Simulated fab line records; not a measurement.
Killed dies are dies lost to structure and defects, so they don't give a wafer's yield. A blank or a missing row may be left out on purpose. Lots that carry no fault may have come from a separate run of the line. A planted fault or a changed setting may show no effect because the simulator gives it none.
fab line records | flow n5-finfet
[record] lots = 12 | wafers = 33 | last-day = 18
route steps=1938 shown WELL_APT@31
lots untouched by any fault: they come from a run of this same line in which no faults occurred
start-h: the number of hours between the record's first day and the start of the first shown wafer of the lot | wait-h: hours elapsed since this lot's preceding step | " as in the row above | L1.1+2: one row covering several wafers at once | - no value, or no start given | * or withheld: withheld | < > ~ a bound
route shown NAME@n: NAME is a module with steps in the file, n the number in the route of the first one | usual: mean/standard deviation taken from wafers without a fault | same: alike in all rows | chamber/n: place in a boat | sites: the reading at each site | _std_site: how widely they spread, as a standard deviation | _edge_site: mean of outer sites minus mean of inner sites | radius-mm: for every site, how far away it sits from the centre of the wafer | mask NAME#n: copy n | behind: the most recent tool/chamber to have shaped the wafer | hold: why the lot went on hold/how many hours it stayed there/how the hold came to an end | device: names the non-switching transistor (n, p or np) | end of line: the tests these same wafers got at the end of their route | where a step has no rows: the recipe by itself | killed: not the wafer's yield, but the dies lost to structure and defects at the first sort | map: shows each die of a wafer: x if killed, . if not, _ if none is there
set.NAME: the setting as run; set.NAME@STEP: as run at that earlier step | model.NAME: the simulator's own value behind a step, which no gauge read
steps of the route over a sample of lots; a table a step, a row a wafer
services: the hour from which a tool's chamber was out of use, counted from the record's first day as start-h (under 0 if before that day), plus the number of hours and why
[[steps]]
[step N5_WELL_APT_DESCUM_13]
[recipe] chemistry = O2 | time-s = 7.9 | source-power-w = 50 | bias-power-w = 20 | pressure-mtorr = 20 | rf-frequency-hz = 2.712e+07 | temp-c = 40 | o2-flow-sccm = 225
[usual] bias-power-w = 19.99/0.065 | drypump-motor-current-A = 5.6/0.45 | oes-product-au = 0.80/0.056 | rf-vpp-V = 243.2/1.3 | showerhead-plenum-p-Torr = 2.10/0.065 | throttle-valve-pct = 20.39/0.22
lot.wafer | tool        | chamber | start-h | wait-h | bias-power-w | drypump-motor-current-A | oes-product-au | rf-hours-counter-h | rf-vpp-V | showerhead-plenum-p-Torr | throttle-valve-pct
L409.2    | rie-diel-02 | 0       | 13.77   | 0.0    | 19.95        | 6.2                     | 0.87           | 62                 | 242.0    | 2.01                     | 20.21
L409.3    | "           | 1       | "       | "      | 19.95        | 5.2                     | 0.82           | 67                 | 243.4    | 2.11                     | 20.21
L409.5    | "           | 3       | "       | "      | 20.07        | 4.9                     | 0.69           | -                  | 243.8    | 2.18                     | 20.88
L412.3    | rie-diel-01 | 1       | 32.04   | 0.0    | 20.05        | 5.8                     | 0.85           | 55                 | 242.5    | 2.04                     | 20.11
L412.4    | "           | 3       | "       | "      | 19.88        | 5.5                     | 0.78           | 97                 | 243.1    | 2.03                     | 20.60
L412.5    | "           | 2       | "       | "      | 19.98        | 5.6                     | 0.88           | -                  | 243.6    | 2.13                     | 20.24
L413.1    | rie-diel-02 | 0       | 37.90   | 0.0    | 19.98        | 6.1                     | 0.84           | 73                 | 242.7    | 2.01                     | 20.21
L413.4    | "           | 2       | "       | "      | 20.04        | 5.8                     | 0.82           | -                  | 246.5    | 2.18                     | 20.06
L414.1    | rie-diel-01 | 3       | 44.22   | 0.0    | 19.97        | 5.5                     | 0.78           | 100                | 243.3    | 2.03                     | 20.60
L414.6    | "           | 2       | "       | "      | 19.93        | 5.6                     | 0.86           | -                  | 243.9    | 2.13                     | 20.23
L415.1    | rie-diel-04 | 1       | 49.77   | 0.0    | 19.98        | 5.8                     | 0.84           | 82                 | 242.7    | 2.15                     | 20.47
L415.6    | "           | 1       | "       | "      | 19.99        | 5.8                     | 0.83           | -                  | 243.7    | 2.15                     | 20.49
L419.4    | rie-diel-01 | 2       | 74.02   | 0.2    | 19.93        | 5.6                     | 0.86           | -                  | 243.5    | 2.13                     | 20.25
L419.5    | "           | 3       | "       | "      | 19.98        | 5.4                     | 0.77           | -                  | 240.9    | 2.03                     | 20.58
L419.6    | "           | 0       | "       | "      | 20.11        | 6.2                     | 0.80           | -                  | 243.3    | 2.04                     | 20.60
L421.1    | rie-diel-04 | 0       | 85.81   | 0.0    | 20.07        | 5.5                     | 0.72           | 208                | 240.9    | 2.00                     | 20.44
L421.3    | "           | 2       | "       | "      | 20.04        | 4.7                     | 0.72           | 243                | 243.2    | 2.14                     | 20.75
L421.5    | "           | 1       | "       | "      | 19.87        | 5.8                     | 0.81           | -                  | 242.9    | 2.14                     | 20.52
L424.1    | rie-diel-01 | 2       | 103.80  | 0.0    | 19.94        | 5.6                     | 0.83           | 63                 | 242.7    | 2.13                     | 20.24
L424.2    | "           | 1       | "       | "      | 20.11        | 5.7                     | 0.83           | 70                 | 242.0    | 2.04                     | 20.15
L424.6    | "           | 2       | "       | "      | 19.92        | 5.6                     | 0.83           | -                  | 243.7    | 2.13                     | 20.25
L429.1    | rie-diel-02 | 1       | 134.05  | 0.4    | 19.94        | 5.2                     | 0.78           | 109                | 243.9    | 2.09                     | 20.29
L429.3    | "           | 3       | "       | "      | 20.07        | 4.9                     | 0.88           | 31                 | 244.5    | 2.17                     | 20.64
L429.5    | "           | 3       | "       | "      | 20.02        | 4.9                     | 0.87           | -                  | 244.1    | 2.16                     | 20.65
L430.4    | rie-diel-02 | 0       | 139.78  | 0.0    | 19.99        | 6.2                     | 0.80           | 107                | 243.2    | 2.00                     | 20.26
L430.5    | "           | 2       | "       | "      | 19.92        | 5.8                     | 0.80           | -                  | 243.9    | 2.17                     | 20.13
L430.6    | "           | 1       | "       | "      | 20.05        | 5.2                     | 0.77           | -                  | 242.6    | 2.09                     | 20.28
L431.3    | rie-diel-04 | 0       | 145.80  | 0.2    | 19.98        | 5.5                     | 0.70           | 231                | 239.8    | 1.99                     | 20.47
L431.5    | "           | 2       | "       | "      | 20.06        | 4.8                     | 0.95           | -                  | 243.5    | 2.13                     | 20.36
L431.6    | "           | 1       | "       | "      | 20.05        | 5.8                     | 0.80           | -                  | 243.9    | 2.13                     | 20.55
L432.2    | rie-diel-02 | 1       | 152.00  | 0.0    | 19.97        | 5.2                     | 0.76           | 115                | 242.5    | 2.09                     | 20.30
L432.3    | "           | 0       | "       | "      | 20.08        | 6.1                     | 0.80           | 112                | 242.3    | 1.99                     | 20.26
L432.5    | "           | 0       | "       | "      | 19.98        | 6.1                     | 0.80           | -                  | 242.5    | 1.99                     | 20.25
[step N5_WELL_APT_IMPLANT_15]
[recipe] species = As | energy-kev = 25 | dose-cm2 = 1.5e+13 | tilt-deg = 0 | rotation-deg = 0
[usual] dose-ions-cm2 = 1.5001e+13/1.7e+10 | faraday-current-uA = 191/3.8
lot.wafer | tool         | chamber | start-h | wait-h | dose-ions-cm2 | faraday-current-uA
L409.2    | implanter-02 | 0       | 14.08   | 0.1    | 1.5014e+13    | 194
L409.3    | "            | 0       | "       | "      | 1.5028e+13    | 184
L409.5    | "            | 0       | "       | "      | 1.5047e+13    | 189
L412.3    | implanter-02 | 0       | 32.37   | 0.1    | 1.5003e+13    | 192
L412.4    | "            | 0       | "       | "      | 1.4988e+13    | 181
L412.5    | "            | 0       | "       | "      | 1.501e+13     | 197
L413.1    | implanter-01 | 0       | 38.18   | 0.1    | 1.503e+13     | 190
L413.4    | "            | 0       | "       | "      | 1.5007e+13    | 188
L414.1    | implanter-02 | 0       | 44.50   | 0.1    | 1.503e+13     | 192
L414.6    | "            | 0       | "       | "      | 1.4993e+13    | 186
L415.1    | implanter-01 | 0       | 50.05   | 0.1    | 1.5002e+13    | 192
L415.6    | "            | 0       | "       | "      | 1.4967e+13    | 184
L419.4    | implanter-01 | 0       | 74.36   | 0.1    | 8.817e+12     | 111
L419.5    | "            | 0       | "       | "      | 8.842e+12     | 115
L419.6    | "            | 0       | "       | "      | 8.849e+12     | 113
L421.1    | implanter-01 | 0       | 86.09   | 0.1    | 8.816e+12     | 111
L421.3    | "            | 0       | "       | "      | 8.817e+12     | 111
L421.5    | "            | 0       | "       | "      | 8.812e+12     | 114
L424.1    | implanter-02 | 0       | 104.08  | 0.1    | 1.5017e+13    | 188
L424.2    | "            | 0       | "       | "      | 1.5016e+13    | 198
L424.6    | "            | 0       | "       | "      | 1.5012e+13    | 186
L429.1    | implanter-02 | 0       | 134.33  | 0.1    | 1.5003e+13    | 190
L429.3    | "            | 0       | "       | "      | 1.4988e+13    | 192
L429.5    | "            | 0       | "       | "      | 1.4994e+13    | 191
L430.4    | implanter-02 | 0       | 140.15  | 0.1    | 1.4996e+13    | 191
L430.5    | "            | 0       | "       | "      | 1.5008e+13    | 190
L430.6    | "            | 0       | "       | "      | 1.4968e+13    | 194
L431.3    | implanter-02 | 0       | 146.14  | 0.1    | 1.4998e+13    | 190
L431.5    | "            | 0       | "       | "      | 1.5007e+13    | 190
L431.6    | "            | 0       | "       | "      | 1.4997e+13    | 183
L432.2    | implanter-02 | 0       | 152.31  | 0.1    | 1.5011e+13    | 185
L432.3    | "            | 0       | "       | "      | 1.4996e+13    | 188
L432.5    | "            | 0       | "       | "      | 1.4999e+13    | 194
[step N5_WELL_APT_OVL_MEAS_26]
[recipe] points-per-wafer = 44
[usual] PWELL_OVL = -3/5.4
lot.wafer | tool       | chamber | start-h | wait-h | PWELL_OVL[nm]
L409.2    | overlay-02 | 0       | 14.83   | 0.0    | -1
L409.3    | "          | 0       | "       | "      | -8
L409.5    | "          | 0       | "       | "      | -2
L412.3    | overlay-02 | 0       | 33.22   | 0.0    | 1
L412.4    | "          | 0       | "       | "      | -2
L412.5    | "          | 0       | "       | "      | 1
L413.1    | overlay-01 | 0       | 39.09   | 0.0    | -3
L413.4    | "          | 0       | "       | "      | -2
L414.1    | overlay-01 | 0       | 45.43   | 0.0    | -15
L414.6    | "          | 0       | "       | "      | -4
L415.1    | overlay-01 | 0       | 50.83   | 0.0    | -7
L415.6    | "          | 0       | "       | "      | 8
L419.4    | overlay-02 | 0       | 75.05   | 0.0    | -4
L419.5    | "          | 0       | "       | "      | -2
L419.6    | "          | 0       | "       | "      | -4
L421.1    | overlay-02 | 0       | 87.00   | 0.0    | 6
L421.3    | "          | 0       | "       | "      | 2
L421.5    | "          | 0       | "       | "      | -2
L424.1    | overlay-01 | 0       | 105.01  | 0.0    | 0
L424.2    | "          | 0       | "       | "      | -3
L424.6    | "          | 0       | "       | "      | -1
L429.1    | overlay-02 | 0       | 135.11  | 0.0    | -10
L429.3    | "          | 0       | "       | "      | -13
L429.5    | "          | 0       | "       | "      | -5
L430.4    | overlay-01 | 0       | 140.97  | 0.0    | 4
L430.5    | "          | 0       | "       | "      | -9
L430.6    | "          | 0       | "       | "      | 0
L431.3    | overlay-02 | 0       | 146.86  | 0.0    | -12
L431.5    | "          | 0       | "       | "      | -9
L431.6    | "          | 0       | "       | "      | -4
L432.2    | overlay-02 | 0       | 153.19  | 0.0    | -2
L432.3    | "          | 0       | "       | "      | -2
L432.5    | "          | 0       | "       | "      | -5
[step N5_WELL_APT_DESCUM_30]
[recipe] chemistry = O2 | time-s = 7.9 | source-power-w = 50 | bias-power-w = 20 | pressure-mtorr = 20 | rf-frequency-hz = 2.712e+07 | temp-c = 40 | o2-flow-sccm = 225
[usual] bias-power-w = 19.99/0.06 | drypump-motor-current-A = 5.6/0.41 | oes-product-au = 0.79/0.056 | rf-vpp-V = 243.1/1.4 | showerhead-plenum-p-Torr = 2.09/0.065 | throttle-valve-pct = 20.43/0.21
lot.wafer | tool        | chamber | start-h | wait-h | bias-power-w | drypump-motor-current-A | oes-product-au | rf-hours-counter-h | rf-vpp-V | showerhead-plenum-p-Torr | throttle-valve-pct
L409.2    | rie-diel-04 | 1       | 14.89   | 0.0    | 19.98        | 5.8                     | 0.87           | 66                 | 245.1    | 2.15                     | 20.46
L409.3    | "           | 2       | "       | "      | 20.00        | 4.7                     | 0.73           | 211                | 243.6    | 2.15                     | 20.70
L409.5    | "           | 2       | "       | "      | 20.08        | 4.7                     | 0.73           | -                  | 244.6    | 2.15                     | 20.70
L412.3    | rie-diel-01 | 3       | 33.55   | 0.3    | 19.91        | 5.4                     | 0.78           | 97                 | 242.2    | 2.03                     | 20.59
L412.4    | "           | 2       | "       | "      | 19.94        | 5.6                     | 0.87           | 44                 | 242.8    | 2.13                     | 20.24
L412.5    | "           | 0       | "       | "      | 20.02        | 6.2                     | 0.81           | -                  | 241.4    | 2.05                     | 20.59
L413.1    | rie-diel-02 | 2       | 39.15   | 0.0    | 19.93        | 5.7                     | 0.84           | 50                 | 244.6    | 2.18                     | 20.07
L413.4    | "           | 1       | "       | "      | 20.06        | 5.2                     | 0.80           | -                  | 242.8    | 2.11                     | 20.24
L414.1    | rie-diel-01 | 1       | 45.49   | 0.0    | 19.93        | 5.8                     | 0.84           | 58                 | 242.7    | 2.04                     | 20.13
L414.6    | "           | 3       | "       | "      | 20.04        | 5.5                     | 0.78           | -                  | 242.8    | 2.03                     | 20.60
L415.1    | rie-diel-01 | 2       | 50.89   | 0.0    | 20.02        | 5.6                     | 0.86           | 49                 | 242.6    | 2.13                     | 20.22
L415.6    | "           | 0       | "       | "      | 19.92        | 6.2                     | 0.79           | -                  | 243.0    | 2.05                     | 20.59
L419.4    | rie-diel-01 | 3       | 75.14   | 0.1    | 19.97        | 5.4                     | 0.78           | -                  | 243.4    | 2.03                     | 20.62
L419.5    | "           | 0       | "       | "      | 20.05        | 6.3                     | 0.79           | -                  | 243.5    | 2.04                     | 20.60
L419.6    | "           | 2       | "       | "      | 20.00        | 5.6                     | 0.86           | -                  | 243.2    | 2.13                     | 20.23
L421.1    | rie-diel-04 | 0       | 87.06   | 0.0    | 20.12        | 5.5                     | 0.71           | 209                | 241.3    | 2.00                     | 20.44
L421.3    | "           | 2       | "       | "      | 19.98        | 4.7                     | 0.70           | 244                | 243.4    | 2.13                     | 20.74
L421.5    | "           | 0       | "       | "      | 20.01        | 5.5                     | 0.73           | -                  | 240.7    | 2.00                     | 20.45
L424.1    | rie-diel-04 | 1       | 105.07  | 0.0    | 20.02        | 5.8                     | 0.81           | 108                | 243.8    | 2.14                     | 20.53
L424.2    | "           | 3       | "       | "      | 19.90        | 5.7                     | 0.73           | 172                | 244.0    | 2.18                     | 20.34
L424.6    | "           | 0       | "       | "      | 20.08        | 5.5                     | 0.71           | -                  | 240.4    | 2.00                     | 20.46
L429.1    | rie-diel-01 | 3       | 135.23  | 0.1    | 19.92        | 5.4                     | 0.76           | 115                | 242.2    | 2.03                     | 20.62
L429.3    | "           | 0       | "       | "      | 19.99        | 6.2                     | 0.77           | 112                | 242.6    | 2.04                     | 20.63
L429.5    | "           | 1       | "       | "      | 19.90        | 5.8                     | 0.82           | -                  | 242.1    | 2.03                     | 20.19
L430.4    | rie-diel-04 | 2       | 141.12  | 0.1    | 19.98        | 4.7                     | 0.94           | 5                  | 244.2    | 2.13                     | 20.35
L430.5    | "           | 2       | "       | "      | 19.96        | 4.7                     | 0.95           | -                  | 244.1    | 2.13                     | 20.37
L430.6    | "           | 1       | "       | "      | 19.95        | 5.8                     | 0.79           | -                  | 242.6    | 2.13                     | 20.55
L431.3    | rie-diel-01 | 1       | 146.92  | 0.0    | 19.98        | 5.7                     | 0.82           | 87                 | 241.0    | 2.03                     | 20.18
L431.5    | "           | 2       | "       | "      | 19.90        | 5.6                     | 0.81           | -                  | 243.9    | 2.12                     | 20.28
L431.6    | "           | 1       | "       | "      | 20.05        | 5.7                     | 0.82           | -                  | 242.7    | 2.03                     | 20.16
L432.2    | rie-diel-01 | 2       | 153.25  | 0.0    | 20.03        | 5.6                     | 0.81           | 82                 | 243.5    | 2.12                     | 20.29
L432.3    | "           | 0       | "       | "      | 20.00        | 6.2                     | 0.76           | 118                | 242.8    | 2.03                     | 20.65
L432.5    | "           | 3       | "       | "      | 19.95        | 5.4                     | 0.76           | -                  | 242.1    | 2.02                     | 20.64
[[services]]
tool         | chamber | start-h | hours | kind
rie-diel-04  | 0       | -7.85   | 65.7  | repair
rie-diel-02  | 1       | -0.03   | 7.5   | repair
implanter-02 | -       | 0.34    | 4.4   | repair
rie-diel-02  | -       | 5.87    | 2.8   | pm
rie-diel-01  | 2       | 9.68    | 9.1   | repair
rie-diel-02  | 1       | 23.70   | 4.1   | repair
rie-diel-02  | 3       | 27.84   | -     | clean
rie-diel-02  | 3       | 27.84   | -     | consumable-replace:focus-ring
rie-diel-02  | 3       | 27.84   | 13.8  | scheduled-down
rie-diel-02  | 3       | 27.84   | 13.8  | vent-cycle
rie-diel-01  | -       | 55.43   | 14.6  | pm
rie-diel-01  | 1       | 71.65   | 13.0  | repair
rie-diel-04  | 3       | 85.35   | 15.4  | repair
rie-diel-01  | 3       | 89.17   | 31.4  | repair
rie-diel-04  | 2       | 100.77  | -     | clean
rie-diel-04  | 2       | 100.77  | -     | consumable-replace:focus-ring
rie-diel-04  | 2       | 100.77  | 24.5  | scheduled-down
rie-diel-04  | 2       | 100.77  | 24.5  | vent-cycle
rie-diel-01  | -       | 116.22  | 0.3   | repair
rie-diel-04  | -       | 134.04  | 2.8   | pm
[[key]]
[first-sign] step = N5_WELL_APT_IMPLANT_15 | reading = dose-ions-cm2 | direction = down | sigmas = 99+ | usual = 1.5001e+13 | struck = 8.826e+12
[effect] step = N5_WELL_APT_IMPLANT_15 | reading = faraday-current-uA | direction = down | sigmas = 21 | usual = 191 | struck = 112
met-at N5_WELL_APT_IMPLANT_15
struck-lots L419,L421
tester-left-out L419,L421
[baseline-loss] step = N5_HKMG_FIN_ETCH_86 | wafers = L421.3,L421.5
not-acting-at N5_WELL_APT_DESCUM_13,N5_WELL_APT_OVL_MEAS_26,N5_WELL_APT_DESCUM_30
onset-between 50.05 74.36
[fault] kind = process-parameter-drift | tool = implanter-01 | chamber = - | onset-h = 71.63 | steps = N5_WELL_APT_IMPLANT_15 | channel = dose-cm2 | offset = -6.1609e+12 | shape = step | end-h = 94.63 | acts-in = these-recipes-only | stated = 1.5e+13
// tester-left-out: of these lots the tester's yield and bins aren't shown, on N5 and GAA mostly nor the transistor test; their killed dies are dies lost to structure and defects alone, not to doping, threshold or leakage, so they don't give the yield
// baseline-loss: these wafers lose ten dies or more at that step, a loss of the line's own and not of a fault; the sort's usual values leave them out
